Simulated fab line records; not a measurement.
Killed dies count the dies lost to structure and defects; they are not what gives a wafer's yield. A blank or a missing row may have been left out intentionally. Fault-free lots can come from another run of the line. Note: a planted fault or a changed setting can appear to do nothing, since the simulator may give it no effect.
Matching of chambers | flow nandHarc | 4 sister chambers for NHARC_P_M0_CMP_23 on cmp-01
The step polishes, t overpolish 20 s, target thk 117.54 nm. 22 wafers are shown with their chamber, then 11 later ones without.

## WAFERS PAIRED WITH THEIR CHAMBERS
wafer  | chamber | motorCurrentA (A) | timeToEndpointS (s)
L077.2 | 0       | 12.6              | 27.0
L077.4 | 1       | 10.3              | 30.7
L077.5 | 2       | 15.1              | 28.0
L079.1 | 0       | 12.2              | 24.3
L079.4 | 2       | 15.7              | 27.3
L079.5 | 3       | 12.0              | 24.7
L083.3 | 0       | 12.3              | 24.7
L083.5 | 3       | 13.0              | 24.9
L083.6 | 0       | 12.3              | 26.7
L084.2 | 1       | 10.3              | 25.2
L084.3 | 2       | 15.7              | 27.0
L084.6 | 0       | 12.4              | 24.4
L085.2 | 1       | 10.4              | 25.7
L085.4 | 0       | 12.5              | 26.5
L085.5 | 2       | 15.0              | 26.7
L089.1 | 1       | 10.2              | 26.4
L089.5 | 3       | 12.7              | 20.1
L089.6 | 2       | 15.1              | 24.7
L091.2 | 3       | 12.0              | 25.7
L091.4 | 1       | 10.2              | 26.9
L091.5 | 1       | 10.2              | 28.3
L092.1 | 1       | 10.7              | 28.0

SIGNATURES (means of the wafers above)
reading         | chamber 0 | chamber 1 | chamber 2 | chamber 3 | scatter within a chamber
motorCurrentA   | 12.383    | 10.329    | 15.320    | 12.425    | 0.294
timeToEndpointS | 25.600    | 27.314    | 26.740    | 23.850    | 1.74
Rule: a wafer lies at a distance from a chamber equal to the root of the sum of squares, over the readings, of (its reading less the chamber's mean, divided by the reading's scatter). If the next closest chamber is less than 2 further off than the closest, the wafer can't be placed; otherwise it belongs to the closest. The scatter: take each reading less its chamber's mean, square it, sum over the shown wafers, divide by the number of wafers less the number of chambers, and take the root.

## WAFERS WITH NO CHAMBER GIVEN
wafer  | motorCurrentA (A) | timeToEndpointS (s)
L092.3 | 12.6              | 27.0
L092.5 | 10.4              | 28.4
L093.1 | 10.1              | 26.7
L093.2 | 14.8              | 23.4
L093.4 | 12.3              | 24.1
L095.1 | 12.3              | 27.2
L095.3 | 15.1              | 29.2
L095.4 | 10.4              | 27.2
L096.2 | 10.3              | 29.0
L096.4 | 16.1              | 28.3
L096.6 | 12.7              | 23.7

## WHICH CHAMBER EACH WENT THROUGH
wafer  | from the rows above     | in truth
L092.3 | can't be placed: 0 or 3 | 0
L092.5 | 1                       | 1
L093.1 | 1                       | 1
L093.2 | 2                       | 2
L093.4 | can't be placed: 3 or 0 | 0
L095.1 | can't be placed: 0 or 3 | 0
L095.3 | 2                       | 2
L095.4 | 1                       | 1
L096.2 | 1                       | 1
L096.4 | 2                       | 2
L096.6 | can't be placed: 3 or 0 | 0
7 of 11 placed correctly. Cannot be placed on the basis of these rows: 4; the candidates contain the true chamber in 4. Number placed wrongly: 0.
